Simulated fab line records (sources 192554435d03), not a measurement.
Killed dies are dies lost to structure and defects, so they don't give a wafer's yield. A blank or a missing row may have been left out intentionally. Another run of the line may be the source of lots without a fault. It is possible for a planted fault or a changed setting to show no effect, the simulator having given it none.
Matching of chambers / flow n5-finfet / N5_BEOL_M0_SAQP_ETCH_106 on rie-diel-02: 4 sister chambers
The step etches SOC in N2/H2, stops on SiNx, target depth 150 nm. 8 wafers are shown with their chamber, then 7 later ones without.

WAFERS, EACH WITH ITS CHAMBER
wafer=L074.5; chamber=3; showerhead-plenum-p-Torr (Torr)=2.72; throttle-valve-pct (%)=17.64
wafer=L076.2; chamber=2; showerhead-plenum-p-Torr (Torr)=2.62; throttle-valve-pct (%)=17.47
wafer=L076.3; chamber=0; showerhead-plenum-p-Torr (Torr)=2.52; throttle-valve-pct (%)=18.15
wafer=L077.1; chamber=1; showerhead-plenum-p-Torr (Torr)=2.59; throttle-valve-pct (%)=17.42
wafer=L077.2; chamber=3; showerhead-plenum-p-Torr (Torr)=2.72; throttle-valve-pct (%)=17.65
wafer=L077.4; chamber=2; showerhead-plenum-p-Torr (Torr)=2.62; throttle-valve-pct (%)=17.48
wafer=L083.3; chamber=0; showerhead-plenum-p-Torr (Torr)=2.52; throttle-valve-pct (%)=18.16
wafer=L083.4; chamber=1; showerhead-plenum-p-Torr (Torr)=2.58; throttle-valve-pct (%)=17.42

WAFERS MISSING THEIR CHAMBER
wafer=L083.5; showerhead-plenum-p-Torr (Torr)=2.72; throttle-valve-pct (%)=17.66
wafer=L087.1; showerhead-plenum-p-Torr (Torr)=2.51; throttle-valve-pct (%)=18.17
wafer=L087.2; showerhead-plenum-p-Torr (Torr)=2.71; throttle-valve-pct (%)=17.68
wafer=L087.3; showerhead-plenum-p-Torr (Torr)=2.58; throttle-valve-pct (%)=17.47
wafer=L087.4; showerhead-plenum-p-Torr (Torr)=2.61; throttle-valve-pct (%)=17.49
wafer=L087.5; showerhead-plenum-p-Torr (Torr)=2.71; throttle-valve-pct (%)=17.69
wafer=L087.6; showerhead-plenum-p-Torr (Torr)=2.51; throttle-valve-pct (%)=18.19

WHICH CHAMBER EACH ONE RAN IN
wafer=L083.5; from the rows above=3; in truth=3
wafer=L087.1; from the rows above=0; in truth=0
wafer=L087.2; from the rows above=3; in truth=3
wafer=L087.3; from the rows above=1; in truth=1
wafer=L087.4; from the rows above=2; in truth=2
wafer=L087.5; from the rows above=3; in truth=3
wafer=L087.6; from the rows above=0; in truth=0
Correctly placed: 7 of 7. Left unplaced by these rows: 0. 0 placed wrongly.
How it was worked out, from the rows above alone: a wafer's distance from a chamber is the root of the sum, over the readings, of the square of ((its reading less the chamber's mean) divided by the reading's scatter). If the next closest chamber is less than 2 further off than the closest, the wafer can't be placed; otherwise it belongs to the closest. For every chamber, the mean is computed from those of its wafers that are shown. The scatter is the square root of a quotient: the sum, over the shown wafers, of each reading's squared deviation from its chamber's mean, divided by wafers minus chambers.
